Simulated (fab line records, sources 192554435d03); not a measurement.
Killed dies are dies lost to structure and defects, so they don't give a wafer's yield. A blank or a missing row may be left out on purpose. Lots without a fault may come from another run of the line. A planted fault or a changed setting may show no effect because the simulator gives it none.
Split-lot experiment | flow n5_finfet | 7 lots, 21 wafers read, on a route of 1938 steps

THE SPLIT
At N5_MOL_CONTACT_COAG_VIA_ETCH_117 (etches SiO2 in C4F6/O2, target depth 40 nm, overetch 8 nm, time 26 s), the setting bias_w was moved away from the recipe's 455 W on 8 of the 21 wafers read, by -11.3% to +11.3%. The other wafers ran this setting at the recipe's value.

The reading is taken at the split's own step.

THE READING
rf_vpp_V, in V, at N5_MOL_CONTACT_COAG_VIA_ETCH_117 (etches SiO2 in C4F6/O2, target depth 40 nm, overetch 8 nm, time 26 s). Fault-free wafers of this fab line usually give 1580 V, standard deviation 26 V.

wafer  | tool, chamber at the split | bias_w as run, W | against the recipe | rf_vpp_V, V | against lot-mates on the recipe
L074.1 | rie_diel-04, 2             | 421.7            | -7.3%              | 1464        | -133
L074.3 | rie_diel-04, 3             | 455              | recipe             | 1597        | -
L074.4 | rie_diel-04, 0             | 421.7            | -7.3%              | 1513        | -84
L081.4 | rie_diel-01, 3             | 455              | recipe             | 1564        | -
L081.5 | rie_diel-01, 3             | 455              | recipe             | 1563        | -
L081.6 | rie_diel-01, 0             | 455              | recipe             | 1546        | -
L084.1 | rie_diel-04, 3             | 506.5            | +11.3%             | 1727        | +125
L084.2 | rie_diel-04, 0             | 506.5            | +11.3%             | 1733        | +131
L084.6 | rie_diel-04, 1             | 455              | recipe             | 1602        | -
L086.3 | rie_diel-01, 2             | 455              | recipe             | 1626        | -
L086.4 | rie_diel-01, 3             | 455              | recipe             | 1565        | -
L086.5 | rie_diel-01, 0             | 455              | recipe             | 1545        | -
L089.2 | rie_diel-01, 1             | 480.1            | +5.5%              | 1649        | +65
L089.3 | rie_diel-01, 0             | 480.1            | +5.5%              | 1607        | +23
L089.6 | rie_diel-01, 1             | 455              | recipe             | 1584        | -
L090.2 | rie_diel-02, 3             | 455              | recipe             | 1545        | -
L090.3 | rie_diel-02, 0             | 455              | recipe             | 1566        | -
L090.5 | rie_diel-02, 3             | 455              | recipe             | 1546        | -
L091.3 | rie_diel-02, 0             | 403.8            | -11.3%             | 1431        | -114
L091.4 | rie_diel-02, 3             | 455              | recipe             | 1545        | -
L091.6 | rie_diel-02, 2             | 403.8            | -11.3%             | 1464        | -81

THE FIT
A straight line over all 21 wafers: rf_vpp_V changes by +12.1 V for each +1% of bias_w; r = +0.94; the points scatter about the line by 26 V.
The same after taking each lot's own level away (the mean of its wafers on the recipe; 21 wafers): +10.6 V for each +1%; r = +0.94; scatter 23 V.
On that fit, the largest move of bias_w shifts the reading by 1.2e+02 V.
The lots' own levels span 1545.0 to 1602.0 V, that is 2.2 times the standard deviation above.
So the lot-to-lot level changes the slope: the two fits differ.
Check: with one of the wafers moved furthest among these (+11.3%) left out of the fit, the line predicts +116 V for it against its lot-mates. It came out at +125 V against them.
Tool readings at the split's step, against how far the setting was moved: rf_vpp_V r = +0.94.

OTHER SPLITS ON THESE WAFERS
These wafers also went through other splits before the reading. Each is held against what the fit with the lots' levels taken away leaves over:
other split on the same wafers       | wafers away from the commonest value | r with rf_vpp_V (lot level and that fit taken away)
N5_SDB_EXPOSE_08 dose_mj             | 5                                    | +0.21
N5_SDB_ETCH_18 source_w              | 2                                    | -0.08
N5_HKMG_FIN_DESCUM_53 time_s         | 10                                   | +0.03
N5_HKMG_FIN_ETCH_58 source_w         | 6                                    | +0.25
N5_GATE_CUT_COAT_27 spin_rpm         | 6                                    | -0.10
N5_GATE_CUT_DESCUM_18 time_s         | 5                                    | +0.10
N5_MOL_CONTACT_COAG_ALD_27 time_s    | 8                                    | -0.02
N5_MOL_CONTACT_COAG_COAT_76 spin_rpm | 4                                    | +0.32

THE FILE'S OWN FIT
rf_vpp_V changes by +10.6 V for each +1% of bias_w, r = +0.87.
